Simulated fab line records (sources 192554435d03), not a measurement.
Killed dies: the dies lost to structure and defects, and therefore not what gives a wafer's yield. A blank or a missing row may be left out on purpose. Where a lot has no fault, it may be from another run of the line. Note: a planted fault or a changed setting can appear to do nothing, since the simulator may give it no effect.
Split-lot experiment :: flow n5Finfet :: 7 lots, 21 wafers read, on a route of 1938 steps

== ABOUT THE SPLIT ==
At N5_SD_EPI_P_PEB_07 (peb time 60 s), the setting pebTimeS was moved away from the recipe's 60 s on 5 of the 21 wafers read, by -15.5% to +22.5%. All remaining wafers had this setting at the recipe value.

== FROM THE SPLIT ON TO THE READING: in between, the file shows 1 step ==
- N5_SD_EPI_P_DEVELOP_08: develop time 30 s

== THE READING ==
cdNm (nm) at N5_SD_EPI_P_CD_MEAS_09, where the cd target is 240 nm. Typical for fault-free wafers on this fab line: 240.3 nm, with standard deviation 0.88 nm.

wafer: L074.2
tool, chamber at the split: lithoTrack-04, 0
pebTimeS as run, s: 60
against the recipe: recipe
cdNm, nm: 241.0
against lot-mates on the recipe: -

wafer: L074.3
tool, chamber at the split: lithoTrack-04, 0
pebTimeS as run, s: 60
against the recipe: recipe
cdNm, nm: 240.6
against lot-mates on the recipe: -

wafer: L074.4
tool, chamber at the split: lithoTrack-04, 0
pebTimeS as run, s: 60
against the recipe: recipe
cdNm, nm: 239.5
against lot-mates on the recipe: -

wafer: L075.4
tool, chamber at the split: lithoTrack-04, 0
pebTimeS as run, s: 52.33
against the recipe: -12.8%
cdNm, nm: 234.7
against lot-mates on the recipe: -5.2

wafer: L075.5
tool, chamber at the split: lithoTrack-04, 0
pebTimeS as run, s: 52.33
against the recipe: -12.8%
cdNm, nm: 235.6
against lot-mates on the recipe: -4.3

wafer: L075.6
tool, chamber at the split: lithoTrack-04, 0
pebTimeS as run, s: 60
against the recipe: recipe
cdNm, nm: 239.9
against lot-mates on the recipe: -

wafer: L078.1
tool, chamber at the split: lithoTrack-02, 0
pebTimeS as run, s: 73.49
against the recipe: +22.5%
cdNm, nm: 245.7
against lot-mates on the recipe: +6.1

wafer: L078.2
tool, chamber at the split: lithoTrack-02, 0
pebTimeS as run, s: 60
against the recipe: recipe
cdNm, nm: 239.6
against lot-mates on the recipe: -

wafer: L078.5
tool, chamber at the split: lithoTrack-02, 0
pebTimeS as run, s: 60
against the recipe: recipe
cdNm, nm: 239.5
against lot-mates on the recipe: -

wafer: L080.2
tool, chamber at the split: lithoTrack-04, 0
pebTimeS as run, s: 60
against the recipe: recipe
cdNm, nm: 239.2
against lot-mates on the recipe: -

wafer: L080.5
tool, chamber at the split: lithoTrack-04, 0
pebTimeS as run, s: 60
against the recipe: recipe
cdNm, nm: 240.0
against lot-mates on the recipe: -

wafer: L080.6
tool, chamber at the split: lithoTrack-04, 0
pebTimeS as run, s: 60
against the recipe: recipe
cdNm, nm: 239.9
against lot-mates on the recipe: -

wafer: L086.2
tool, chamber at the split: lithoTrack-02, 0
pebTimeS as run, s: 60
against the recipe: recipe
cdNm, nm: 238.8
against lot-mates on the recipe: -

wafer: L086.3
tool, chamber at the split: lithoTrack-02, 0
pebTimeS as run, s: 60
against the recipe: recipe
cdNm, nm: 239.2
against lot-mates on the recipe: -

wafer: L086.5
tool, chamber at the split: lithoTrack-02, 0
pebTimeS as run, s: 60
against the recipe: recipe
cdNm, nm: 238.7
against lot-mates on the recipe: -

wafer: L092.1
tool, chamber at the split: lithoTrack-02, 0
pebTimeS as run, s: 60
against the recipe: recipe
cdNm, nm: 239.5
against lot-mates on the recipe: -

wafer: L092.5
tool, chamber at the split: lithoTrack-02, 0
pebTimeS as run, s: 60
against the recipe: recipe
cdNm, nm: 239.7
against lot-mates on the recipe: -

wafer: L092.6
tool, chamber at the split: lithoTrack-02, 0
pebTimeS as run, s: 50.72
against the recipe: -15.5%
cdNm, nm: 234.8
against lot-mates on the recipe: -4.8

wafer: L093.1
tool, chamber at the split: lithoTrack-02, 0
pebTimeS as run, s: 60
against the recipe: recipe
cdNm, nm: 242.2
against lot-mates on the recipe: -

wafer: L093.2
tool, chamber at the split: lithoTrack-02, 0
pebTimeS as run, s: 71.04
against the recipe: +18.4%
cdNm, nm: 245.8
against lot-mates on the recipe: +4.9

wafer: L093.6
tool, chamber at the split: lithoTrack-02, 0
pebTimeS as run, s: 60
against the recipe: recipe
cdNm, nm: 239.6
against lot-mates on the recipe: -

THE FIT
A straight line over all 21 wafers: cdNm changes by +0.312 nm for each +1% of pebTimeS; r = +0.95; the points scatter about the line by 0.85 nm.
The same after taking each lot's own level away (the mean of its wafers on the recipe; 21 wafers): +0.301 nm for each +1%; r = +0.97; scatter 0.63 nm.
According to that fit, moving pebTimeS by its largest amount changes the reading by 6.8 nm.
Measured against the standard deviation above, the lots' own levels, which go from 238.90 to 240.90 nm, span 2.3 times it.
Hence the lot-to-lot level has little effect on the slope; both slopes agree.
Check: +6.92 nm against its lot-mates is what the line predicts for one of the wafers moved furthest among these (+22.5%) when that wafer is left out of the fit. It came out at +6.15 nm against them.

== FURTHER SPLITS ON THESE WAFERS ==
Other splits were also applied to these wafers ahead of the reading. Each is held against what the fit with the lots' levels taken away leaves over:
other split on the same wafers: N5_ZERO_LAYER_PECVD_02 timeS
wafers away from the commonest value: 7
r with cdNm (lot level and that fit taken away): +0.03

other split on the same wafers: N5_ZERO_LAYER_EXPOSE_08 doseMj
wafers away from the commonest value: 7
r with cdNm (lot level and that fit taken away): +0.29

other split on the same wafers: N5_WELL_APT_COAT_19 spinRpm
wafers away from the commonest value: 10
r with cdNm (lot level and that fit taken away): -0.05

other split on the same wafers: N5_FIN_SAQP_COAT_49 spinRpm
wafers away from the commonest value: 6
r with cdNm (lot level and that fit taken away): -0.34

other split on the same wafers: N5_FIN_SAQP_DESCUM_21 timeS
wafers away from the commonest value: 7
r with cdNm (lot level and that fit taken away): -0.13

other split on the same wafers: N5_FIN_CUT_ETCH_21 biasW
wafers away from the commonest value: 4
r with cdNm (lot level and that fit taken away): +0.16

other split on the same wafers: N5_DUMMY_GATE_COAT_28 spinRpm
wafers away from the commonest value: 8
r with cdNm (lot level and that fit taken away): -0.17

other split on the same wafers: N5_SD_EPI_P_COAT_34 spinRpm
wafers away from the commonest value: 3
r with cdNm (lot level and that fit taken away): -0.03

== THE WHOLE CHAIN: every reading that the file lists as answering this split, in the file's order ==
step: N5_SD_EPI_P_CD_MEAS_09
what it does: target cd 240 nm
reading: cdNm
change (the file's fit): +0.292 nm for each +1% of the setting
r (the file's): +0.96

step: N5_SD_EPI_P_DESCUM_14
what it does: chemistry O2, time 7.9 s
reading: SD_EPI_P.cdNm (the simulator's own value, which no gauge read)
change (the file's fit): +0.283 nm for each +1% of the setting
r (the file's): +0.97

step: N5_SD_EPI_P_ETCH_36
what it does: etches SiARC in CF4, target depth 45.5 nm, time 75.8 s
reading: SD_EPI_P.cdNm (the simulator's own value, which no gauge read)
change (the file's fit): +0.29 nm for each +1% of the setting
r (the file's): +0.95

step: N5_SD_EPI_P_ETCHBACK_46
what it does: etches SiNx in CH3F/O2, stops on SiO2, target depth 17.5 nm
reading: SD_EPI_P.cdNm (the simulator's own value, which no gauge read)
change (the file's fit): +0.27 nm for each +1% of the setting
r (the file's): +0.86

== THE FILE'S OWN FIT ==
cdNm changes by +0.292 nm for each +1% of pebTimeS, r = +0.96.
